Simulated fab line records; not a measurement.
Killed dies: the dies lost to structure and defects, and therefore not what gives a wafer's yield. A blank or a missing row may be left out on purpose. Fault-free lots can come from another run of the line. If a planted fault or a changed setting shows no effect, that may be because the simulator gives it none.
Split-lot trial ; flow n5-finfet ; 7 lots, 21 wafers read, on a route of 1938 steps

== SPLIT DETAILS ==
At N5_BEOL_M15_SPUTTER_44 (material Ta, target thk 15 nm, time 24.19 s), the setting power-w was moved away from the recipe's 15000 W on 5 of the 21 wafers read, by -14.5% to +15.0%. The other wafers ran this setting at the recipe's value.

Reading taken at the split's own step.

== THE READING ==
Ta_of_BEOL_M15_SPUTTER_44.thk-nm (the simulator's own value, which no gauge read), in nm, at N5_BEOL_M15_SPUTTER_44 (material Ta, target thk 15 nm, time 24.19 s). The file does not state a usual value for it. Here, 16 wafers ran the recipe; their average is 14.9 nm with a standard deviation of 0.23 nm.

wafer;tool, chamber at the split;power-w as run, W;against the recipe;Ta_of_BEOL_M15_SPUTTER_44.thk-nm, nm;against lot-mates on the recipe
L078.2;pvd-sputter-02, -;15000;recipe;14.4;-
L078.5;pvd-sputter-02, -;15000;recipe;14.4;-
L078.6;pvd-sputter-02, -;15000;recipe;14.8;-
L083.1;pvd-sputter-02, -;15000;recipe;15.2;-
L083.2;pvd-sputter-02, -;12820;-14.5%;12.8;-2.4
L083.3;pvd-sputter-02, -;12820;-14.5%;13;-2.2
L081.1;pvd-sputter-03, -;15000;recipe;15.2;-
L081.4;pvd-sputter-03, -;15000;recipe;15;-
L081.5;pvd-sputter-03, -;15000;recipe;15;-
L089.2;pvd-sputter-02, -;13200;-12.0%;13.2;-1.8
L089.5;pvd-sputter-02, -;13200;-12.0%;13.2;-1.8
L089.3;pvd-sputter-02, -;15000;recipe;15;-
L088.4;pvd-sputter-03, -;15000;recipe;15.2;-
L088.5;pvd-sputter-03, -;15000;recipe;15;-
L088.6;pvd-sputter-03, -;15000;recipe;15;-
L090.1;pvd-sputter-01, -;15000;recipe;15;-
L090.2;pvd-sputter-01, -;15000;recipe;14.8;-
L090.4;pvd-sputter-01, -;17250;+15.0%;17.2;+2.3
L093.1;pvd-sputter-02, -;15000;recipe;14.8;-
L093.6;pvd-sputter-02, -;15000;recipe;14.8;-
L093.2;pvd-sputter-02, -;15000;recipe;15;-

FIT RESULTS
A straight line over all 21 wafers: Ta_of_BEOL_M15_SPUTTER_44.thk-nm changes by +0.144 nm for each +1% of power-w; r = +0.98; the points scatter about the line by 0.22 nm.
The same after taking each lot's own level away (the mean of its wafers on the recipe; 21 wafers): +0.154 nm for each +1%; r = +0.99; scatter 0.11 nm.
Per that fit: largest power-w move, reading shift of 2.3 nm.
The span of the lots' own levels, 14.53 to 15.20 nm, comes to 2.8 times the standard deviation stated above.
So the lot-to-lot level changes the slope little: the two slopes agree.
Check: for one of the wafers moved furthest among these (+15.0%), held out of the fit, the line's prediction against its lot-mates is +2.33 nm. It came out at +2.3 nm against them.

== THE OTHER SPLITS THESE WAFERS WENT THROUGH ==
Before the reading, these wafers also passed through other splits. Each is held against what the fit with the lots' levels taken away leaves over:
other split on the same wafers;wafers away from the commonest value;r with Ta_of_BEOL_M15_SPUTTER_44.thk-nm (lot level and that fit taken away)
N5_BEOL_M12_COAT_04 spin-rpm;10;-0.05
N5_BEOL_M14_COAT_58 spin-rpm;8;-0.10
N5_BEOL_M14_EXPOSE_07 dose-mj;9;+0.18
N5_BEOL_M15_SPUTTER_43 power-w;4;+0.15

== FILE'S OWN FIT ==
Ta_of_BEOL_M15_SPUTTER_44.thk-nm changes by +0.154 nm for each +1% of power-w, r = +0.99.
